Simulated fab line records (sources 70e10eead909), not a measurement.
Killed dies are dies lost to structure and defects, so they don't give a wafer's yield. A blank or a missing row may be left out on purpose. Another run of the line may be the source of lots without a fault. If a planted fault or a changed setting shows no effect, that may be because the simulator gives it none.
Comparing a struck lot with a sound one | flow nandHarc | 13 out of 1159 route steps
Sound: the wafers L374.1, L374.2, L374.6. Struck: wafers L380.2, L380.4. (L380.3 of the same lot was not struck and is left out.) The cause comes at the end.
For every step that has rows: the tool of each side, followed by ch and its chambers, followed by its first start. Under that, the readings that differ: sound wafers | struck wafers | difference of the means | sigmas: that difference in standard deviations of wafers without a fault.
alike: readings whose means differ by less than 2 such deviations, and words and numbers that are the same on both sides. not compared: withheld readings, readings that some wafer has no value for, bounds like >300 that may hide the same value, and numbers for which the record gives no deviation and whose values overlap.
A row with sigmas, a row that says differs or no value, or rows on one side alone: a step with any of these is where the two part. When numbers do not overlap yet have no deviation, they are printed without sigmas and do not part them. Lack of a reading on every wafer of one side parts them only where that side has two or more wafers.

first, 1 step without rows for these wafers: NHARC_A_SLIT_SRD_20.
NHARC_A_SLIT_CD_MEAS_21:
  sound: cdSem-01 at day 15 11:34; struck: cdSem-03 at day 16 23:46
reading   | sound             | struck      | difference | sigmas
cdNm (nm) | 289.1 289.1 288.9 | 290.5 290.6 | +1.5       | +2
then, 3 steps without rows for these wafers: NHARC_A_SIN_REMOVE_WET_00 (chemistry H3PO4, time 15300 s); NHARC_A_SIN_REMOVE_PRECLEAN_01 (cleans in SC1); NHARC_A_SIN_REMOVE_SRD_02.
NHARC_A_SIN_REMOVE_INSPECT_04:
  sound: defectInspect-02 at day 15 18:01; struck: defectInspect-02 at day 17 07:25
  alike: rawDefectCount
NHARC_A_WL_FILL_ALD_00: deposits Al2O3, target thk 3 nm, pulse time 3 s, ald cycles 30.
  sound on aldHk-02 ch 2,3, day 15 18:04; struck on aldHk-02 ch 1,3, day 17 07:29
  alike: heaterPowerW, precursorPulseHeightRel
NHARC_A_WL_FILL_RTA_01: time 5 s.
  sound on rtpAnneal-02 ch 0, day 15 18:20; struck on rtpAnneal-01 ch 0, day 17 07:51
  alike: lampPowerPct, wafer_temp_C_max
NHARC_A_WL_FILL_ALD_02: deposits TiN, target thk 2 nm, pulse time 3 s, ald cycles 100.
  sound on aldMetal-02 ch 0,2,3, day 15 18:34; struck on aldMetal-03 ch 1,3, day 17 08:02
  alike: heaterPowerW, precursorPulseHeightRel
NHARC_A_WL_FILL_CVD_03: deposits W, target thk 40 nm, time 3302 s.
  sound on cvdW-01 ch 0,1, day 15 19:00; struck on cvdW-01 ch 1, day 17 12:50
  alike: heaterPowerW, mfcH2Sccm, throttleValvePct
NHARC_A_WL_FILL_ETCHBACK_04: etches the open film in NF3, target depth 60 nm, time 120 s.
  sound on rieMetal-03 ch 0,1, day 15 22:17; struck on rieMetal-02 ch 0, day 17 15:41
reading        | sound             | struck    | difference | sigmas
runLengthS (s) | 140.9 141.7 140.9 | 98.4 98.2 | -42.9      | -95
  alike: drypumpMotorCurrentA, oesProductAu
  not compared: rfHoursCounterH
NHARC_A_WL_FILL_ETCHBACK_05: etches the open film in Cl2/BCl3, target depth 22 nm, time 60 s.
  sound on rieMetal-03 ch 0,1, day 15 22:35; struck on rieMetal-02 ch 0,1, day 17 15:54
reading                  | sound          | struck    | difference | sigmas
drypumpMotorCurrentA (A) | 6.09 6.19 6.21 | 5.65 5.93 | -0.37      | -2
  alike: oesProductAu, runLengthS, tempC
  not compared: rfHoursCounterH
-- jump in the record: it breaks off in module A_WL_FILL and resumes in module END (first step shown: number 1159 of the route), and 4 days separate the struck wafers' starts before and after --
NHARC_END_SORT_01:
  at this point the record logs the struck wafers (prober-01 ch 0, day 21 18:16) and has no rows for the sound ones

== WHERE THEY PART ==
At NHARC_A_SLIT_CD_MEAS_21 first; at NHARC_END_SORT_01 last (within this record only).

WHY: what had been put in by the simulator
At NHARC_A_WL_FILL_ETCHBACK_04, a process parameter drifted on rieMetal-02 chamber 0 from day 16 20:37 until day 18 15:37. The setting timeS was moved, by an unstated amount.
